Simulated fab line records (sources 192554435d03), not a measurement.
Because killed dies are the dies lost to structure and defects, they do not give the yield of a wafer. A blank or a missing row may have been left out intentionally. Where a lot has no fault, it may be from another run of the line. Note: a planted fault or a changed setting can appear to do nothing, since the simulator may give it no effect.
Lot-split experiment :: flow n5_finfet :: 21 wafers read from 7 lots, route of 1938 steps

THE SPLIT
At N5_BEOL_M2_EXPOSE_25 (exposes mask V1, defocus 5 nm), the setting dose_mj was moved away from the recipe's 63 on 10 of the 21 wafers read, by -5.8% to +6.7%. This setting was run at the recipe's value on the other wafers.

FROM THE SPLIT TO THE READING: what the file shows between them, 2 steps
- N5_BEOL_M2_PEB_26: peb time 60 s
- N5_BEOL_M2_DEVELOP_27: develop time 30 s

THE READING
cd_nm, in nm, at N5_BEOL_M2_CD_MEAS_28 (target cd 26.2 nm, target cd y 24.1 nm). A value of 26.20 nm with a standard deviation of 0.28 nm is what fault-free wafers of this fab line usually give.

wafer: L074.2
tool, chamber at the split: euv_scanner-01, 0
dose_mj as run: 63
against the recipe: recipe
cd_nm, nm: 26.52
against lot-mates on the recipe: -

wafer: L074.3
tool, chamber at the split: euv_scanner-01, 0
dose_mj as run: 63
against the recipe: recipe
cd_nm, nm: 26.69
against lot-mates on the recipe: -

wafer: L074.5
tool, chamber at the split: euv_scanner-01, 0
dose_mj as run: 63
against the recipe: recipe
cd_nm, nm: 26.65
against lot-mates on the recipe: -

wafer: L077.2
tool, chamber at the split: euv_scanner-02, 0
dose_mj as run: 59.71
against the recipe: -5.2%
cd_nm, nm: 25.29
against lot-mates on the recipe: -1.23

wafer: L077.3
tool, chamber at the split: euv_scanner-02, 0
dose_mj as run: 59.71
against the recipe: -5.2%
cd_nm, nm: 25.10
against lot-mates on the recipe: -1.42

wafer: L077.5
tool, chamber at the split: euv_scanner-02, 0
dose_mj as run: 63
against the recipe: recipe
cd_nm, nm: 26.52
against lot-mates on the recipe: -

wafer: L087.1
tool, chamber at the split: euv_scanner-02, 0
dose_mj as run: 63
against the recipe: recipe
cd_nm, nm: 26.40
against lot-mates on the recipe: -

wafer: L087.2
tool, chamber at the split: euv_scanner-02, 0
dose_mj as run: 63
against the recipe: recipe
cd_nm, nm: 26.21
against lot-mates on the recipe: -

wafer: L087.4
tool, chamber at the split: euv_scanner-02, 0
dose_mj as run: 63
against the recipe: recipe
cd_nm, nm: 25.87
against lot-mates on the recipe: -

wafer: L088.1
tool, chamber at the split: euv_scanner-02, 0
dose_mj as run: 66.2
against the recipe: +5.1%
cd_nm, nm: 27.35
against lot-mates on the recipe: +0.95

wafer: L088.3
tool, chamber at the split: euv_scanner-02, 0
dose_mj as run: 63
against the recipe: recipe
cd_nm, nm: 26.40
against lot-mates on the recipe: -

wafer: L088.5
tool, chamber at the split: euv_scanner-02, 0
dose_mj as run: 66.2
against the recipe: +5.1%
cd_nm, nm: 27.17
against lot-mates on the recipe: +0.77

wafer: L093.4
tool, chamber at the split: euv_scanner-02, 0
dose_mj as run: 59.34
against the recipe: -5.8%
cd_nm, nm: 25.10
against lot-mates on the recipe: -1.22

wafer: L093.5
tool, chamber at the split: euv_scanner-02, 0
dose_mj as run: 63
against the recipe: recipe
cd_nm, nm: 26.32
against lot-mates on the recipe: -

wafer: L093.6
tool, chamber at the split: euv_scanner-02, 0
dose_mj as run: 59.34
against the recipe: -5.8%
cd_nm, nm: 25.02
against lot-mates on the recipe: -1.30

wafer: L096.1
tool, chamber at the split: euv_scanner-01, 0
dose_mj as run: 67.23
against the recipe: +6.7%
cd_nm, nm: 26.82
against lot-mates on the recipe: +0.78

wafer: L096.2
tool, chamber at the split: euv_scanner-01, 0
dose_mj as run: 67.23
against the recipe: +6.7%
cd_nm, nm: 27.17
against lot-mates on the recipe: +1.13

wafer: L096.4
tool, chamber at the split: euv_scanner-01, 0
dose_mj as run: 63
against the recipe: recipe
cd_nm, nm: 26.04
against lot-mates on the recipe: -

wafer: L095.2
tool, chamber at the split: euv_scanner-02, 0
dose_mj as run: 66.58
against the recipe: +5.7%
cd_nm, nm: 27.15
against lot-mates on the recipe: +0.99

wafer: L095.3
tool, chamber at the split: euv_scanner-02, 0
dose_mj as run: 66.58
against the recipe: +5.7%
cd_nm, nm: 27.37
against lot-mates on the recipe: +1.21

wafer: L095.4
tool, chamber at the split: euv_scanner-02, 0
dose_mj as run: 63
against the recipe: recipe
cd_nm, nm: 26.16
against lot-mates on the recipe: -

FIT RESULTS
A straight line over all 21 wafers: cd_nm changes by +0.173 nm for each +1% of dose_mj; r = +0.94; the points scatter about the line by 0.27 nm.
The same after taking each lot's own level away (the mean of its wafers on the recipe; 21 wafers): +0.194 nm for each +1%; r = +0.98; scatter 0.18 nm.
Per that fit: largest dose_mj move, reading shift of 1.3 nm.
Measured against the standard deviation above, the lots' own levels, which go from 26.040 to 26.620 nm, span 2.1 times it.
So the lot-to-lot level changes the slope: the two fits differ.
Check: +1.3 nm against its lot-mates is what the line predicts for one of the wafers moved furthest among these (+6.7%) when that wafer is left out of the fit. Against them it came out at +0.78 nm.

THESE WAFERS: OTHER SPLITS
These wafers also went through other splits before the reading. Each is held against what the fit with the lots' levels taken away leaves over:
other split on the same wafers: N5_SD_EPI_P_EPI_21 epi_growth_time_s
wafers away from the commonest value: 6
r with cd_nm (lot level and that fit taken away): +0.22

other split on the same wafers: N5_HKMG_FIN_ETCH_35 source_w
wafers away from the commonest value: 4
r with cd_nm (lot level and that fit taken away): +0.11

other split on the same wafers: N5_GATE_CUT_DESCUM_18 time_s
wafers away from the commonest value: 11
r with cd_nm (lot level and that fit taken away): -0.13

other split on the same wafers: N5_BEOL_M1_PECVD_72 time_s
wafers away from the commonest value: 5
r with cd_nm (lot level and that fit taken away): -0.44

other split on the same wafers: N5_BEOL_M1_HM_DEP_02 target_thk_a
wafers away from the commonest value: 4
r with cd_nm (lot level and that fit taken away): +0.11

other split on the same wafers: N5_BEOL_M1_ETCH_70 bias_w
wafers away from the commonest value: 7
r with cd_nm (lot level and that fit taken away): -0.44

other split on the same wafers: N5_BEOL_M2_COAT_22 spin_rpm
wafers away from the commonest value: 6
r with cd_nm (lot level and that fit taken away): +0.39

THE FILE'S OWN FIT
cd_nm changes by +0.19 nm for each +1% of dose_mj, r = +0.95.
